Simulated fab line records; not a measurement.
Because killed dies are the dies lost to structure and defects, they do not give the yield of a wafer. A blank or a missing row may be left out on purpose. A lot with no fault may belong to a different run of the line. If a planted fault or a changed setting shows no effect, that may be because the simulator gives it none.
Split-lot trial + flow n5_finfet + 21 wafers read across 7 lots, on a route 1938 steps long

## THE SPLIT ITSELF
At N5_MOL_CONTACT_COAG_ETCH_106 (etches SOC in N2/H2, target depth 80 nm, overetch 16 nm, time 120 s), the setting source_w was moved away from the recipe's 840 W on 10 of the 21 wafers read, by -9.4% to +8.2%. This setting was run at the recipe's value on the other wafers.

The split's own step is where the reading is taken.

## THE READING
rf_vpp_V, in V, at N5_MOL_CONTACT_COAG_ETCH_106 (etches SOC in N2/H2, target depth 80 nm, overetch 16 nm, time 120 s). Typical for fault-free wafers on this fab line: 522.6 V, with standard deviation 2.1 V.

| wafer  | tool, chamber at the split | source_w as run, W | against the recipe | rf_vpp_V, V | against lot-mates on the recipe |
|--------|----------------------------|--------------------|--------------------|-------------|---------------------------------|
| L077.3 | rie_diel-05, 3             | 840                | recipe             | 523.5       | -                               |
| L077.4 | rie_diel-05, 1             | 785                | -6.5%              | 535.1       | +11.6                           |
| L077.5 | rie_diel-05, 2             | 785                | -6.5%              | 538.0       | +14.5                           |
| L079.3 | rie_diel-06, 2             | 900.6              | +7.2%              | 512.3       | -9.1                            |
| L079.5 | rie_diel-06, 3             | 840                | recipe             | 521.4       | -                               |
| L079.6 | rie_diel-06, 2             | 900.6              | +7.2%              | 511.4       | -10.0                           |
| L082.4 | rie_diel-02, 2             | 840                | recipe             | 526.7       | -                               |
| L082.5 | rie_diel-02, 1             | 840                | recipe             | 519.4       | -                               |
| L082.6 | rie_diel-02, 0             | 840                | recipe             | 519.9       | -                               |
| L091.3 | rie_diel-05, 1             | 840                | recipe             | 522.3       | -                               |
| L091.4 | rie_diel-05, 1             | 909.2              | +8.2%              | 507.4       | -16.9                           |
| L091.5 | rie_diel-05, 2             | 840                | recipe             | 526.2       | -                               |
| L093.1 | rie_diel-02, 2             | 840                | recipe             | 526.4       | -                               |
| L093.2 | rie_diel-02, 3             | 799.5              | -4.8%              | 529.5       | +6.5                            |
| L093.4 | rie_diel-02, 1             | 840                | recipe             | 519.5       | -                               |
| L094.2 | rie_diel-02, 0             | 840                | recipe             | 520.0       | -                               |
| L094.4 | rie_diel-02, 2             | 894.5              | +6.5%              | 513.4       | -7.0                            |
| L094.6 | rie_diel-02, 0             | 840                | recipe             | 520.8       | -                               |
| L095.2 | rie_diel-02, 3             | 760.8              | -9.4%              | 535.7       | no lot-mate on the recipe       |
| L095.5 | rie_diel-02, 0             | 760.8              | -9.4%              | 539.1       | no lot-mate on the recipe       |
| L095.6 | rie_diel-02, 1             | 760.8              | -9.4%              | 539.0       | no lot-mate on the recipe       |

FIT RESULTS
A straight line over all 21 wafers: rf_vpp_V changes by -1.67 V for each +1% of source_w; r = -0.96; the points scatter about the line by 2.5 V.
The same after taking each lot's own level away (the mean of its wafers on the recipe; 18 wafers): -1.64 V for each +1%; r = -0.94; scatter 2.7 V.
According to that fit, moving source_w by its largest amount changes the reading by 15 V.
The lots' own levels span 520.40 to 524.25 V, that is 1.8 times the standard deviation above.
Consequently the slope shifts little with the lot-to-lot level, the two slopes agreeing.
Check: -11.9 V against its lot-mates is what the line predicts for one of the wafers moved furthest among these (+8.2%) when that wafer is left out of the fit. It came out at -16.9 V against them.
Tool readings at the split's step, against how far the setting was moved: rf_vpp_V r = -0.96.

## OTHER SPLITS APPLIED TO THESE WAFERS
Before the reading, these wafers also passed through other splits. Each is held against what the fit with the lots' levels taken away leaves over:
| other split on the same wafers       | wafers away from the commonest value | r with rf_vpp_V (lot level and that fit taken away) |
|--------------------------------------|--------------------------------------|-----------------------------------------------------|
| N5_DUMMY_GATE_ETCH_31 target_depth_a | 4                                    | +0.13                                               |
| N5_DUMMY_GATE_ETCH_32 time_s         | 7                                    | +0.09                                               |
| N5_SD_EPI_N_ETCH_16 target_depth_a   | 8                                    | -0.04                                               |
| N5_SD_EPI_N_EPI_21 temp_c            | 5                                    | -0.11                                               |
| N5_HKMG_FIN_ETCH_55 bias_w           | 8                                    | +0.01                                               |
| N5_GATE_CUT_COAT_27 spin_rpm         | 5                                    | -0.22                                               |
| N5_GATE_CUT_DESCUM_18 time_s         | 9                                    | +0.12                                               |

## FILE'S OWN FIT
rf_vpp_V changes by -1.62 V for each +1% of source_w, r = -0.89.
